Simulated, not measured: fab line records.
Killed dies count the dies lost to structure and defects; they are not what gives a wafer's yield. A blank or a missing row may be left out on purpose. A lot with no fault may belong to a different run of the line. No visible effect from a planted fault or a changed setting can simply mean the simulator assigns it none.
Matching of chambers | flow n5-finfet | 4 sister chambers for N5_GATE_CUT_ETCH_36 on rie-diel-01
The step etches SiARC in CF4, target depth 13 nm, time 21.7 s. 4 wafers are shown with their chamber, then 11 later ones without.

== WAFERS WITH THEIR CHAMBER ==
wafer  | chamber | drypump-motor-current-A (A)
L085.5 | 3       | 5.4
L090.3 | 2       | 5.7
L090.4 | 1       | 5.7
L093.1 | 0       | 6.4

== WAFERS WHOSE CHAMBER IS MISSING ==
wafer  | drypump-motor-current-A (A)
L093.5 | 5.7
L093.6 | 5.8
L094.2 | 5.8
L094.3 | 5.4
L094.6 | 5.7
L092.4 | 6.5
L092.5 | 5.4
L092.6 | 5.7
L096.1 | 5.7
L096.3 | 6.4
L096.5 | 5.4

== WHICH CHAMBER EACH ONE RAN IN ==
wafer  | from the rows above     | in truth
L093.5 | can't be placed: 1 or 2 | 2
L093.6 | can't be placed: 1 or 2 | 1
L094.2 | can't be placed: 1 or 2 | 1
L094.3 | 3                       | 3
L094.6 | can't be placed: 1 or 2 | 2
L092.4 | 0                       | 0
L092.5 | 3                       | 3
L092.6 | can't be placed: 1 or 2 | 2
L096.1 | can't be placed: 1 or 2 | 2
L096.3 | 0                       | 0
L096.5 | 3                       | 3
Correctly placed: 5 of 11. Can't be placed from these rows: 6 (the true chamber is among the candidates in 6). Placed wrongly: 0.
How it was worked out, from the rows above alone: a wafer's distance from a chamber is the root of the sum, over the readings, of the square of ((its reading less the chamber's mean) divided by the reading's scatter). If the next closest chamber is less than 2 further off than the closest, the wafer can't be placed; otherwise it belongs to the closest. Each chamber's mean is taken over the wafers shown for it. The scatter: root of mean squared gap, hidden wafer to nearest shown wafer, with one shown wafer a chamber.
